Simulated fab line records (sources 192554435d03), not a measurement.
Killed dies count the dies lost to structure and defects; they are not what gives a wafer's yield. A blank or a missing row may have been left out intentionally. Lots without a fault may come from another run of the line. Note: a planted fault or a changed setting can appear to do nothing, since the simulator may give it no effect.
What tool caused it? ; flow n5_finfet ; Sampling: 10 lots, 30 wafers, 5 of 1938 route steps

WHAT EACH GAUGE READ, for each wafer
N5_BEOL_M4_RC_MEAS_101.
lot;measured;on;DIBL_N (mV/V)
L574;day 8 23:34;prober-01;34.6 34.2 36.5
L573;day 9 03:32;prober-01;36.1 35.3 34.3
L580;day 10 04:59;prober-02;35.0 36.5 34.5
L583;day 12 02:34;prober-01;37.4 38.1 38.0
L584;day 12 18:58;prober-02;35.2 35.2 36.1
L585;day 12 23:57;prober-02;36.9 36.4 35.2
L587;day 13 23:42;prober-02;36.7 38.7 35.9
L588;day 14 05:13;prober-01;36.4 35.2 37.0
L590;day 15 05:05;prober-02;37.2 35.2 37.3
L596;day 15 20:00;prober-01;33.8 35.6 36.2

EACH LOT AND THE TOOL THAT RAN IT (in order: tool; ch and the chambers of the sampled wafers; start)
lot;N5_BEOL_M2_PRE_CLEAN_45;N5_BEOL_M2_CVD_47;N5_BEOL_M2_ANNEAL_49;N5_BEOL_M2_ANNEAL_80
L574;pvd_sputter-03, day 7 22:13;cvd_co-01 ch 0,2, day 7 22:34;pvd_sputter-01, day 7 23:01;pvd_sputter-01, day 7 23:14
L573;pvd_sputter-03, day 8 02:23;cvd_co-01 ch 0,2, day 8 02:49;pvd_sputter-01, day 8 03:03;pvd_sputter-01, day 8 03:16
L580;pvd_sputter-03, day 8 17:58;cvd_co-02 ch 1,2, day 8 18:25;pvd_sputter-03, day 8 18:53;pvd_sputter-03, day 8 19:06
L583;pvd_sputter-03, day 9 17:32;cvd_co-01 ch 0,1,2, day 9 18:01;pvd_sputter-01, day 9 18:16;pvd_sputter-01, day 9 18:29
L584;pvd_sputter-02, day 9 22:10;cvd_co-02 ch 0,1, day 9 22:35;pvd_sputter-02, day 9 22:58;pvd_sputter-02, day 9 23:11
L585;pvd_sputter-03, day 10 05:10;cvd_co-01 ch 0,2, day 10 07:12;pvd_sputter-01, day 10 07:29;pvd_sputter-01, day 10 07:43
L587;pvd_sputter-02, day 12 06:31;cvd_co-01 ch 1,2, day 12 06:56;pvd_sputter-02, day 12 07:19;pvd_sputter-02, day 12 07:32
L588;pvd_sputter-01, day 12 06:56;cvd_co-01 ch 1,2, day 12 07:17;pvd_sputter-01, day 12 07:32;pvd_sputter-01, day 12 07:45
L590;pvd_sputter-01, day 13 04:04;cvd_co-01 ch 1,2, day 13 06:28;pvd_sputter-01, day 13 06:44;pvd_sputter-01, day 13 06:58
L596;pvd_sputter-01, day 13 10:47;cvd_co-02 ch 0,1, day 13 12:57;pvd_sputter-01, day 13 13:16;pvd_sputter-01, day 13 13:29
- N5_BEOL_M2_PRE_CLEAN_45: time 30 s.
- N5_BEOL_M2_CVD_47: deposits Co from CCTBA/H2, target thk 3 nm, time 223.8 s.
- N5_BEOL_M2_ANNEAL_49: time 240 s.
- N5_BEOL_M2_ANNEAL_80: time 240 s.

THE ANSWER, worked out from the rows above alone
Rule: what is usual is taken from the lots themselves. Put in order of their means at a reading, lots are off if they are a third of the lots or fewer, leave a main group of 4 or more, and stand apart from it by a gap of 3 or more times the standard deviation of the main group's means; of several such gaps the widest counts. A main group whose means are all the same, to the digits that the tables above print for the reading, isn't used. A lot without any number at a reading at which 4 lots or more have one is off too. Where the step has rows for the other lots, those lots are counted as sound.
None of the lots is off at any reading shown; this tells nothing.

WHAT THE SIMULATOR HAD INSERTED
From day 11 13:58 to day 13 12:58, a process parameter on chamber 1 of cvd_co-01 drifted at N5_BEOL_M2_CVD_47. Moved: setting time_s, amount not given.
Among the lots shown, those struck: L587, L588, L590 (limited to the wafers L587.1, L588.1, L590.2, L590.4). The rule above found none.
